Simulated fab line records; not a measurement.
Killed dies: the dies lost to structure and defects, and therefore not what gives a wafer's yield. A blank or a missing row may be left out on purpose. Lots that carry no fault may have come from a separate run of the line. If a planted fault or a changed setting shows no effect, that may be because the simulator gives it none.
Lot-split experiment | flow n5_finfet | 21 wafers read from 7 lots, route of 1938 steps

ABOUT THE SPLIT
At N5_MOL_CONTACT_COAG_EXPOSE_37 (exposes mask VD, defocus 0 nm), the setting dose_mj was moved away from the recipe's 62 on 6 of the 21 wafers read, by -6.1% to +6.7%. This setting was run at the recipe's value on the other wafers.

FROM THE SPLIT TO THE READING: what the file shows between them, 2 steps
- N5_MOL_CONTACT_COAG_PEB_38: peb time 60 s
- N5_MOL_CONTACT_COAG_DEVELOP_39: develop time 30 s

THE READING
cd_nm (nm) at N5_MOL_CONTACT_COAG_CD_MEAS_40, where the cd target is 25.1 nm. Fault-free wafers of this fab line usually give 25.08 nm, standard deviation 0.22 nm.

wafer  | tool, chamber at the split | dose_mj as run | against the recipe | cd_nm, nm | against lot-mates on the recipe
L074.1 | euv_scanner-02, 0          | 58.2           | -6.1%              | 23.83     | -1.20
L074.3 | euv_scanner-02, 0          | 62             | recipe             | 25.04     | -
L074.6 | euv_scanner-02, 0          | 62             | recipe             | 25.02     | -
L080.2 | euv_scanner-02, 0          | 62             | recipe             | 25.39     | -
L080.3 | euv_scanner-02, 0          | 62             | recipe             | 25.00     | -
L080.5 | euv_scanner-02, 0          | 62             | recipe             | 25.11     | -
L089.2 | euv_scanner-01, 0          | 64.4           | +3.9%              | 26.10     | +0.88
L089.4 | euv_scanner-01, 0          | 64.4           | +3.9%              | 25.76     | +0.54
L089.6 | euv_scanner-01, 0          | 62             | recipe             | 25.22     | -
L091.3 | euv_scanner-02, 0          | 62             | recipe             | 24.73     | -
L091.4 | euv_scanner-02, 0          | 66.13          | +6.7%              | 25.96     | +1.34
L091.5 | euv_scanner-02, 0          | 62             | recipe             | 24.50     | -
L092.3 | euv_scanner-02, 0          | 62             | recipe             | 25.07     | -
L092.4 | euv_scanner-02, 0          | 62             | recipe             | 25.22     | -
L092.6 | euv_scanner-02, 0          | 62             | recipe             | 25.31     | -
L093.1 | euv_scanner-02, 0          | 58.73          | -5.3%              | 24.09     | -1.16
L093.4 | euv_scanner-02, 0          | 62             | recipe             | 25.25     | -
L093.5 | euv_scanner-02, 0          | 58.73          | -5.3%              | 24.00     | -1.25
L097.1 | euv_scanner-01, 0          | 62             | recipe             | 25.14     | -
L097.4 | euv_scanner-01, 0          | 62             | recipe             | 24.87     | -
L097.5 | euv_scanner-01, 0          | 62             | recipe             | 25.08     | -

THE FIT
A straight line over all 21 wafers: cd_nm changes by +0.185 nm for each +1% of dose_mj; r = +0.93; the points scatter about the line by 0.23 nm.
The same after taking each lot's own level away (the mean of its wafers on the recipe; 21 wafers): +0.206 nm for each +1%; r = +0.98; scatter 0.12 nm.
That fit puts the effect of the largest move of dose_mj on the reading at 1.4 nm.
The lots' own levels span 24.615 to 25.250 nm, that is 2.9 times the standard deviation above.
Hence the slope depends on the lot-to-lot level, as the two fits are not the same.
Check: for one of the wafers moved furthest among these (+6.7%), held out of the fit, the line's prediction against its lot-mates is +1.36 nm. Against them it came out at +1.34 nm.

OTHER SPLITS APPLIED TO THESE WAFERS
Before the reading, these wafers also passed through other splits. Each is held against what the fit with the lots' levels taken away leaves over:
other split on the same wafers       | wafers away from the commonest value | r with cd_nm (lot level and that fit taken away)
N5_GATE_CUT_DESCUM_18 time_s         | 8                                    | +0.03
N5_MOL_CONTACT_COAG_ETCH_15 source_w | 8                                    | -0.01

THE FILE'S OWN FIT
cd_nm changes by +0.204 nm for each +1% of dose_mj, r = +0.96.
